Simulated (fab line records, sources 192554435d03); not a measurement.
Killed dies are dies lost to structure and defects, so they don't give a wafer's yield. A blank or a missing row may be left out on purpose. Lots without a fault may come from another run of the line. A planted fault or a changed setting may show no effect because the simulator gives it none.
A struck lot beside a sound one | flow n5_finfet | 38 steps out of a route of 1938
Sound: wafers L622.2, L622.5, L622.6. Struck: wafer L631.3. (L631.1, L631.5 of the same lot were not struck and are left out.) The cause comes at the end.
At each step with rows: each side's tool, then ch and its chambers, then its first start. Under that, the readings that differ: sound wafers | struck wafers | difference of the means | sigmas: that difference in standard deviations of wafers without a fault.
alike: readings whose means differ by less than 2 such deviations, and words and numbers that are the same on both sides. not compared: withheld readings, readings that some wafer has no value for, bounds like >300 that may hide the same value, and numbers for which the record gives no deviation and whose values overlap.
The two part at a step that has a row with sigmas, a row that says differs or no value, or rows on one side only. Numbers that don't overlap but have no deviation are shown without sigmas and don't part them. A reading that every wafer of one side lacks parts them only if that side has two wafers or more.

first, 9 steps without rows for these wafers: N5_BEOL_M3_ANNEAL_95 (time 240 s); N5_BEOL_M3_SPUTTER_96 (material Cu, target thk 4.5 nm, time 8.29 s); N5_BEOL_M3_ECD_50 (material Cu, target thk 300 nm); N5_BEOL_M3_ANNEAL_51 (time 90 s); N5_BEOL_M3_CMP_52 (polishes, stops on SiOC, t overpolish 6.8 s, target thk 40 nm); N5_BEOL_M3_PRE_CLEAN_60 (time 15 s); N5_BEOL_M3_CO_CAP_55 (material Co, precursor CCTBA/H2, target thk 2 nm, time 102.1 s); N5_BEOL_M3_PRE_CLEAN_56 (time 15 s); N5_BEOL_M3_DEP_57 (deposits SiCN from 3MS/NH3, target thk 8 nm, time 14 s).
N5_BEOL_M4_ILD_DEP_00: deposits SiOC from DEMS/O2, target thk 79 nm, time 15.3 s.
  sound on pecvd-04 ch 0,1,2, day 8 18:14; struck on pecvd-04 ch 0, day 11 23:11
  reading                                      | sound        | struck | difference | sigmas
  model.SiOC_of_BEOL_M4_ILD_DEP_00.thk_nm (nm) | 78 79.6 79.6 | 106.2  | +27.1      |
  alike: heater_power_w, rf_fwd_power_W, showerhead_plenum_p_Torr, throttle_valve_pct
N5_BEOL_M4_THK_MEAS_01:
  sound on film_metro-01, day 8 18:18; struck on film_metro-01, day 11 23:16
  reading         | sound          | struck | difference | sigmas
  M4_ILD_THK (nm) | 77.9 79.6 79.6 | 106.1  | +27.1      | +25
then, 24 steps without rows for these wafers: N5_BEOL_M4_PECVD_72 (deposits SiO2 from TEOS/O2, target thk 16 nm, time 18 s); N5_BEOL_M4_HM_DEP_02 (deposits TiN, target thk 20 nm); N5_BEOL_M4_COAT_61 (time 60 s, resist thk 60 nm); N5_BEOL_M4_COAT_62 (time 60 s, resist thk 12 nm); N5_BEOL_M4_COAT_73 (time 60 s, resist thk 5 nm); N5_BEOL_M4_COAT_05 (resist thk 30 nm); N5_BEOL_M4_EBR_07; N5_BEOL_M4_SOFTBAKE_06 (time 60 s); N5_BEOL_M4_EXPOSE_08 (exposes mask M4); N5_BEOL_M4_PEB_09 (peb time 60 s); N5_BEOL_M4_DEVELOP_10 (develop time 30 s); N5_BEOL_M4_DESCUM_16 (chemistry O2, time 7 s); N5_BEOL_M4_ETCH_74 (etches underlayer in N2/H2, target depth 6.5 nm, time 5.2 s); N5_BEOL_M4_ETCH_63 (etches SiARC in CF4, target depth 15.6 nm, time 26 s); N5_BEOL_M4_ETCH_64 (etches SOC in N2/H2, target depth 75 nm, overetch 22.5 nm, time 121.9 s); N5_BEOL_M4_STRIP_65 (strips in N2/H2); N5_BEOL_M4_STRIP_75 (strips in N2/H2); N5_BEOL_M4_STRIP_66 (strips in CF4); N5_BEOL_M4_HM_OPEN_17 (chemistry Cl2/BCl3, target TiN, target depth 20 nm, overetch 6 nm); N5_BEOL_M4_STRIP_19 (strips in O2); N5_BEOL_M4_COAT_67 (time 60 s, resist thk 60 nm); N5_BEOL_M4_COAT_68 (time 60 s, resist thk 12 nm); N5_BEOL_M4_COAT_76 (time 60 s, resist thk 5 nm); N5_BEOL_M4_COAT_22 (resist thk 30 nm).
N5_BEOL_M4_CMP_52: polishes, stops on SiOC, t overpolish 6.8 s, target thk 40 nm.
  sound on cmp-02 ch 1,2,3, day 9 05:52; struck on cmp-01 ch 3, day 12 19:45
  reading                                      | sound        | struck | difference | sigmas
  model.SiOC_of_BEOL_M4_ILD_DEP_00.thk_nm (nm) | 75 76.6 76.6 | 103.2  | +27.1      |
  alike: clearing_platen_down_force_psi, motor_current_A
N5_BEOL_M4_RC_MEAS_101:
  the record has rows for the sound wafers here (prober-01 ch 0, day 9 06:37) and none for the struck ones
-- the record jumps here: 5 days lie between the struck wafers' starts before and after (it left off in module BEOL_M4 and takes up again in module PASSIVATION, whose first step shown is number 1936 of the route) --
N5_PASSIVATION_PROBE_49:
  the record has rows for the struck wafers here (prober-02, day 17 15:03) and none for the sound ones

WHERE THEY PART
First at N5_BEOL_M4_THK_MEAS_01; last, within this record, at N5_PASSIVATION_PROBE_49.

WHY: what the simulator had put in
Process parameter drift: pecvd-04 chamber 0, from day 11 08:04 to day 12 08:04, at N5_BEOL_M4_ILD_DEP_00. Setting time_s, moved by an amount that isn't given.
